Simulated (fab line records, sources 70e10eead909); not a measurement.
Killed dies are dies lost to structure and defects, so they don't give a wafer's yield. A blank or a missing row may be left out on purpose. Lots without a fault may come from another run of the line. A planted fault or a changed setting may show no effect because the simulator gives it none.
fab line records | flow nand_harc | part 2 of 2: steps 29 to 36 of 36
record lots=5 wafers=15 last_day=32
route steps=1302 shown P_M1@303 P_M2@318
lots that met no fault: from a run of the same line without faults
start_h: hours from the record's first day to the start of the lot's first wafer shown | wait_h: hours since the lot's step before | " the same as in the row above | L1.1+2: a row that stands for several wafers | - no value, or no start given | * or withheld: withheld | < > ~ a bound
route shown NAME@n: a module of which the file shows steps, and the number in the route of the first | usual: mean/standard deviation of fault-free wafers | same: alike in all rows | chamber/n: place in a boat | sites: the reading at each site | _std_site: their standard deviation | _edge_site: outer sites' mean less inner sites' | radius_mm: how far each site lies from the wafer's centre | mask NAME#n: copy n | behind: the tool/chamber that last shaped the wafer | hold: why the lot was held/for how many hours/how that ended | device: the transistor (n, p or np) that didn't switch | end of line: the same wafers' tests at the end of the route | a step without rows: its recipe alone | killed: dies lost to structure and defects at the first sort, not the wafer's yield | map: a wafer's dies, x killed, . not, _ none there
set.NAME: the setting as run; set.NAME@STEP: as run at that earlier step | model.NAME: the simulator's own value behind a step, which no gauge read
lots at some steps of the route; a table a step, a row a wafer
services: from which hour (start_h, from the record's first day; less than 0 if before it) a tool's chamber was out of use, for how many hours, and why
## steps
# step NHARC_P_M2_ETCH_35
# recipe target_depth_a=400 overetch_a=120 time_s=43.94 ion_energy_ev=200 n2_flow_sccm=150 h2_flow_sccm=150 ar_flow_sccm=0 rf_w=400 bias_w=150 chemistry=N2/H2
# usual drypump_motor_current_A=5.7/0.49 oes_product_au=0.997/0.012 rf_vpp_V=430.8/2.6 showerhead_plenum_p_Torr=2.05/0.09 throttle_valve_pct=14.171/0.0099
# same time_s=43.94
# columns lot.wafer tool chamber start_h wait_h drypump_motor_current_A oes_product_au rf_hours_counter_h rf_vpp_V showerhead_plenum_p_Torr throttle_valve_pct
L079.4 rie_diel-13 1 176.85 0.1 5.5 1.008 0.1 434.6 2.13 14.177
L079.2 " 2 " " 5.5 0.986 0.1 433.4 2.13 14.167
L079.1 " 0 " " 6.2 1.017 0.1 429.4 1.98 14.180
L080.2 rie_diel-02 0 193.13 0.1 6.6 0.981 12.2 428.0 1.95 14.187
L080.3 " 2 " " 6.2 0.997 12.8 433.6 2.18 14.177
L080.1 " 3 " " 5.5 0.993 12.6 427.2 1.94 14.179
L081.4 rie_diel-13 2 201.01 0.1 5.5 0.992 1.3 431.5 2.13 14.175
L081.5 " 2 " " 5.5 0.990 - 434.1 2.13 14.179
L081.6 " 3 " " 5.1 0.990 - 432.4 2.11 14.170
L088.1 rie_diel-13 1 282.99 0.1 5.4 1.004 5.1 431.9 2.13 14.175
L088.6 " 1 " " 5.4 0.996 - 432.1 2.13 14.168
L088.4 " 0 " " 6.2 1.007 - 428.8 1.98 14.164
L093.2 rie_diel-02 2 326.10 0.1 6.2 0.991 5.9 433.8 2.18 14.168
L093.1 " 0 " " 6.6 0.981 5.5 428.3 1.95 14.156
L093.4 " 1 " " 4.9 0.991 5.9 429.7 1.98 14.180
# step NHARC_P_M2_ETCH_15
# recipe target_depth_a=1825 time_s=91.2 c4f8_flow_sccm=withheld ar_flow_sccm=400 rf_w=600 bias_w=300 chemistry=C4F8/Ar
# usual oes_product_au=0.934/0.025 rf_vpp_V=441.1/2.7
# same time_s=91.2
# columns lot.wafer tool chamber start_h wait_h oes_product_au rf_hours_counter_h rf_vpp_V
L079.2 rie_diel-13 0 - - 0.986 0.1 438.7
L079.4 " 1 " " 0.960 0.1 444.6
L079.1 " 2 " " 0.957 0.1 443.1
L080.1 rie_diel-02 0 - - 0.894 12.2 438.3
L080.3 " 1 " " 0.919 12.7 439.9
L080.2 " 3 " " 0.904 12.6 437.3
L081.4 rie_diel-13 1 - - 0.927 1.3 444.0
L081.5 " 2 " " 0.926 - 442.6
L081.6 " 3 " " 0.910 - 443.3
L088.1 rie_diel-13 0 - - 0.925 5.5 438.4
L088.4 " 2 " " 0.913 - 443.2
L088.6 " 0 " " 0.922 - 437.6
L093.4 rie_diel-02 0 - - 0.908 5.5 437.0
L093.1 " 2 " " 0.919 5.9 444.9
L093.2 " 3 " " 0.906 5.4 439.1
# step NHARC_P_M2_CD_MEAS_16
# usual cd_nm=170.2/0.75
# columns lot.wafer tool chamber start_h wait_h cd_nm
L079.1 cd_sem-01 - 177.07 - 170.0
L079.2 " - " " 170.9
L079.4 " - " " 169.8
L080.1 cd_sem-01 - 193.35 - 170.0
L080.2 " - " " 169.4
L080.3 " - " " 169.7
L081.4 cd_sem-02 - 201.24 - 170.2
L081.5 " - " " 170.2
L081.6 " - " " 169.5
L088.1 cd_sem-03 - 283.24 - 171.0
L088.4 " - " " 169.3
L088.6 " - " " 170.0
L093.1 cd_sem-03 - 326.32 - 169.9
L093.2 " - " " 169.1
L093.4 " - " " 169.7
# step NHARC_P_M2_STRIP_18
# recipe power_w=1000 n2_flow_sccm=150 h2_flow_sccm=150 ar_flow_sccm=0 bias_w=0 chemistry=N2/H2
# usual drypump_motor_current_A=5.7/0.54 oes_product_au=0.996/0.013 rf_vpp_V=90.7/1 showerhead_plenum_p_Torr=2.05/0.094 throttle_valve_pct=14.171/0.0093
# columns lot.wafer tool chamber start_h wait_h drypump_motor_current_A oes_product_au rf_hours_counter_h rf_vpp_V showerhead_plenum_p_Torr throttle_valve_pct
L079.1 rie_diel-02 1 177.15 0.1 4.9 1.003 10.4 89.1 1.98 14.165
L079.2 " 3 " " 5.5 0.989 10.5 90.8 1.94 14.157
L079.4 " 3 " " 5.5 0.991 - 89.8 1.94 14.165
L080.1 rie_diel-10 1 193.45 0.1 6.3 1.026 5.5 91.3 2.09 14.180
L080.2 " 2 " " 6.0 0.979 5.3 88.2 1.91 14.163
L080.3 " 3 " " 5.9 1.012 5.0 90.3 2.09 14.191
L081.4 rie_diel-13 0 201.35 0.1 6.1 1.000 1.3 91.7 1.98 14.168
L081.5 " 2 " " 5.5 0.998 - 90.6 2.13 14.157
L081.6 " 3 " " 5.1 0.995 - 90.4 2.11 14.168
L088.1 rie_diel-02 0 283.32 0.1 6.6 0.977 3.1 92.2 1.95 14.182
L088.4 " 2 " " 6.2 0.992 3.0 90.2 2.18 14.185
L088.6 " 0 " " 6.6 0.986 - 89.7 1.95 14.180
L093.2 rie_diel-10 3 326.40 0.1 5.9 1.008 4.3 91.7 2.09 14.169
L093.4 " 0 " " 5.3 1.026 3.2 92.9 2.17 14.170
L093.1 " 2 " " 5.9 0.993 4.2 89.1 1.91 14.170
# step NHARC_P_M2_ETCH_28
# recipe target_depth_a=300 over_etch_frac=0.3 time_s=72.99 ion_energy_ev=150 cf4_flow_sccm=50 n2_flow_sccm=100 ar_flow_sccm=150 rf_w=300 bias_w=100 chemistry=CF4/N2
# usual drypump_motor_current_A=5.8/0.52 oes_product_au=0.996/0.012 rf_vpp_V=314.2/2.1 showerhead_plenum_p_Torr=2.62/0.11 throttle_valve_pct=19.795/0.0088
# same time_s=72.99
# columns lot.wafer tool chamber start_h wait_h drypump_motor_current_A oes_product_au rf_hours_counter_h rf_vpp_V showerhead_plenum_p_Torr throttle_valve_pct
L079.2 rie_diel-02 0 - - 6.6 0.984 10.2 312.9 2.53 19.787
L079.1 " 1 " " 4.9 1.000 10.5 313.3 2.56 19.779
L079.4 " 0 " " 6.6 0.990 - 311.0 2.53 19.792
L080.3 rie_diel-10 0 - - 5.4 1.015 5.3 315.4 2.78 19.800
L080.1 " 1 " " 6.2 1.014 5.5 315.0 2.68 19.798
L080.2 " 2 " " 5.9 0.988 5.3 311.9 2.47 19.811
L081.4 rie_diel-13 2 - - 5.5 1.001 1.4 314.7 2.74 19.810
L081.6 " 0 " " 6.2 0.988 - 314.3 2.56 19.797
L081.5 " 1 " " 5.5 0.993 - 315.4 2.73 19.774
L088.4 rie_diel-02 0 - - 6.6 0.993 3.1 313.7 2.52 19.781
L088.1 " 2 " " 6.2 0.998 3.1 317.2 2.80 19.785
L088.6 " 0 " " 6.6 0.983 - 311.8 2.52 19.805
L093.2 rie_diel-10 3 - - 5.9 1.006 4.3 316.3 2.68 19.790
L093.4 " 0 " " 5.4 1.025 3.3 315.9 2.77 19.805
L093.1 " 2 " " 6.0 0.990 4.2 311.2 2.47 19.797
# step NHARC_P_M2_STRIP_19
# recipe time_s=600 temp_c=30 chemistry=post_etch_residue_remover
# same time_s=600
# columns lot.wafer tool chamber start_h wait_h
L079.4+2+1 wet_bench-10 5,7,0 177.59 -
L080.2+3+1 wet_bench-08 6,0,1 193.80 -
L081.4+5+6 wet_bench-10 5,6,7 201.69 -
L088.6+4+1 wet_bench-08 3,5,7 283.69 -
L093.1+2+4 wet_bench-08 2,5,7 326.78 -
# step NHARC_P_M2_DEGAS_29
# recipe temp_c=250 time_s=60
# usual heater_power_w=342/37 susceptor_temp_C=249.95/0.18
# same time_s=60
# columns lot.wafer tool chamber start_h wait_h heater_power_w susceptor_temp_C
L079.4 pvd_sputter-01 - 177.87 - 364 250.00
L079.1 " - " " 351 249.86
L079.2 " - " " 321 249.84
L080.1 pvd_sputter-01 - 194.08 - 301 250.00
L080.2 " - " " 326 250.29
L080.3 " - " " 364 249.94
L081.4 pvd_sputter-02 - 201.95 - 344 250.20
L081.5 " - " " 455 249.99
L081.6 " - " " 301 249.78
L088.1 pvd_sputter-02 - 283.96 - 317 -
L088.4 " - " " 318 -
L088.6 " - " " 348 -
L093.4 pvd_sputter-02 - 327.06 - 327 250.09
L093.1 " - " " 341 249.86
L093.2 " - " " 315 250.07
# step NHARC_P_M2_PRE_CLEAN_30
# recipe time_s=30 temp_c=280 gas=H2/He
# usual heater_power_w=420/43 susceptor_temp_C=280.01/0.18
# same time_s=30
# columns lot.wafer tool chamber start_h wait_h heater_power_w susceptor_temp_C
L079.4 pvd_sputter-01 - - - 368 279.75
L079.1 " - " " 409 279.60
L079.2 " - " " 438 279.87
L080.1 pvd_sputter-01 - - - 407 279.94
L080.3 " - " " 454 279.93
L080.2 " - " " 369 280.09
L081.4 pvd_sputter-02 - - - 381 279.78
L081.6 " - " " 382 279.85
L081.5 " - " " 427 280.29
L088.4 pvd_sputter-02 - - - 389 279.60
L088.1 " - " " 412 280.19
L088.6 " - " " 382 279.66
L093.4 pvd_sputter-02 - - - 379 -
L093.1 " - " " 545 -
L093.2 " - " " 398 -
## services
# columns tool chamber start_h hours kind
litho_track-01 - 155.00 7.0 pm
rie_diel-13 - 165.00 9.0 pm
pvd_sputter-03 - 170.00 10.0 pm
rie_diel-02 2 176.32 5.1 repair
litho_track-06 - 179.00 7.0 pm
pecvd-03 - 185.56 13.0 pm
pvd_sputter-02 - 190.20 1.6 repair
litho_track-04 - 203.00 7.0 pm
pecvd-03 - 203.43 2.8 repair
rie_diel-02 - 216.79 9.0 pm
pvd_sputter-01 - 218.39 4.0 repair
pvd_sputter-01 - 225.48 2.7 repair
pvd_sputter-01 - 228.22 10.0 pm
pecvd-03 1 230.96 7.7 repair
pvd_sputter-02 - 232.38 0.7 repair
rie_diel-02 - 245.40 0.6 repair
rie_diel-13 0 251.41 1.9 repair
pvd_sputter-02 - 275.52 4.0 repair
rie_diel-13 3 279.35 7.7 repair
pvd_sputter-02 - 290.78 10.0 pm
wet_bench-08 - 294.40 8.0 pm
pecvd-01 - 311.00 13.0 pm
wet_bench-10 - 311.20 8.0 pm
rie_diel-13 0 314.81 3.6 repair
